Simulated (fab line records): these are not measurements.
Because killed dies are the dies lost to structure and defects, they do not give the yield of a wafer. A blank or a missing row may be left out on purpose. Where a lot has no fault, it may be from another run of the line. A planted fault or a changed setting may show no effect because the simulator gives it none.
Split-lot study -- flow n5Finfet -- on a route of 1938 steps: 7 lots, 21 wafers read

== ON THE SPLIT ==
At N5_FIN_SAQP_PEB_14 (peb time 60 s), the setting pebTimeS was moved away from the recipe's 60 s on 9 of the 21 wafers read, by +5.8% to +13.1%. This setting was run at the recipe's value on the other wafers.

== FROM THE SPLIT TO THE READING: what the file shows between them, 1 step ==
- N5_FIN_SAQP_DEVELOP_15: develop time 30 s

== THE READING ==
Shown in nm: cdNm at N5_FIN_SAQP_CD_MEAS_16, with target cd 35.6 nm. On this fab line, fault-free wafers typically give 35.5 nm with a standard deviation of 0.34 nm.

wafer,"tool, chamber at the split","pebTimeS as run, s",against the recipe,"cdNm, nm",against lot-mates on the recipe
L078.2,"lithoTrack-04, 0",60,recipe,35.6,-
L078.5,"lithoTrack-04, 0",60,recipe,35.3,-
L078.6,"lithoTrack-04, 0",60,recipe,35.6,-
L081.1,"lithoTrack-04, 0",60,recipe,35.4,-
L081.4,"lithoTrack-04, 0",60,recipe,35.1,-
L081.5,"lithoTrack-04, 0",60,recipe,35.5,-
L083.1,"lithoTrack-04, 0",67.85,+13.1%,33.8,-1.6
L083.2,"lithoTrack-04, 0",60,recipe,35.4,-
L083.3,"lithoTrack-04, 0",67.85,+13.1%,34.1,-1.3
L088.4,"lithoTrack-03, 0",60,recipe,35.2,-
L088.5,"lithoTrack-03, 0",64.5,+7.5%,34.2,-1.0
L088.6,"lithoTrack-03, 0",64.5,+7.5%,34.1,-1.1
L089.2,"lithoTrack-03, 0",60,recipe,35.8,-
L089.3,"lithoTrack-03, 0",63.47,+5.8%,34.7,-1.1
L089.5,"lithoTrack-03, 0",63.47,+5.8%,34.6,-1.2
L090.1,"lithoTrack-03, 0",64.54,+7.6%,34.4,no lot-mate on the recipe
L090.2,"lithoTrack-03, 0",64.54,+7.6%,34.1,no lot-mate on the recipe
L090.4,"lithoTrack-03, 0",64.54,+7.6%,34.5,no lot-mate on the recipe
L093.1,"lithoTrack-03, 0",60,recipe,35.5,-
L093.2,"lithoTrack-03, 0",60,recipe,35.5,-
L093.6,"lithoTrack-03, 0",60,recipe,34.9,-

THE FIT
A straight line over all 21 wafers: cdNm changes by -0.126 nm for each +1% of pebTimeS; r = -0.93; the points scatter about the line by 0.24 nm.
The same after taking each lot's own level away (the mean of its wafers on the recipe; 18 wafers): -0.124 nm for each +1%; r = -0.93; scatter 0.23 nm.
That fit puts the effect of the largest move of pebTimeS on the reading at 1.6 nm.
The span of the lots' own levels, 35.20 to 35.80 nm, comes to 1.8 times the standard deviation stated above.
The two slopes agree, so the slope changes little with the lot-to-lot level.
Check: with one of the wafers moved furthest among these (+13.1%) left out of the fit, the line predicts -1.7 nm for it against its lot-mates. Against them it came out at -1.6 nm.

== OTHER SPLITS APPLIED TO THESE WAFERS ==
Before the reading, these wafers also passed through other splits. Each is held against what the fit with the lots' levels taken away leaves over:
other split on the same wafers,wafers away from the commonest value,r with cdNm (lot level and that fit taken away)
N5_ZERO_LAYER_PECVD_02 timeS,8,-0.58
N5_PMOS_HMC_CHANNEL_EPI_PEB_07 pebTempC,12,+0.18
N5_PMOS_HMC_CHANNEL_EPI_DESCUM_14 timeS,8,-0.40
N5_FIN_SAQP_COAT_10 spinRpm,5,-0.30

== FILE'S OWN FIT ==
cdNm changes by -0.134 nm for each +1% of pebTimeS, r = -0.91.
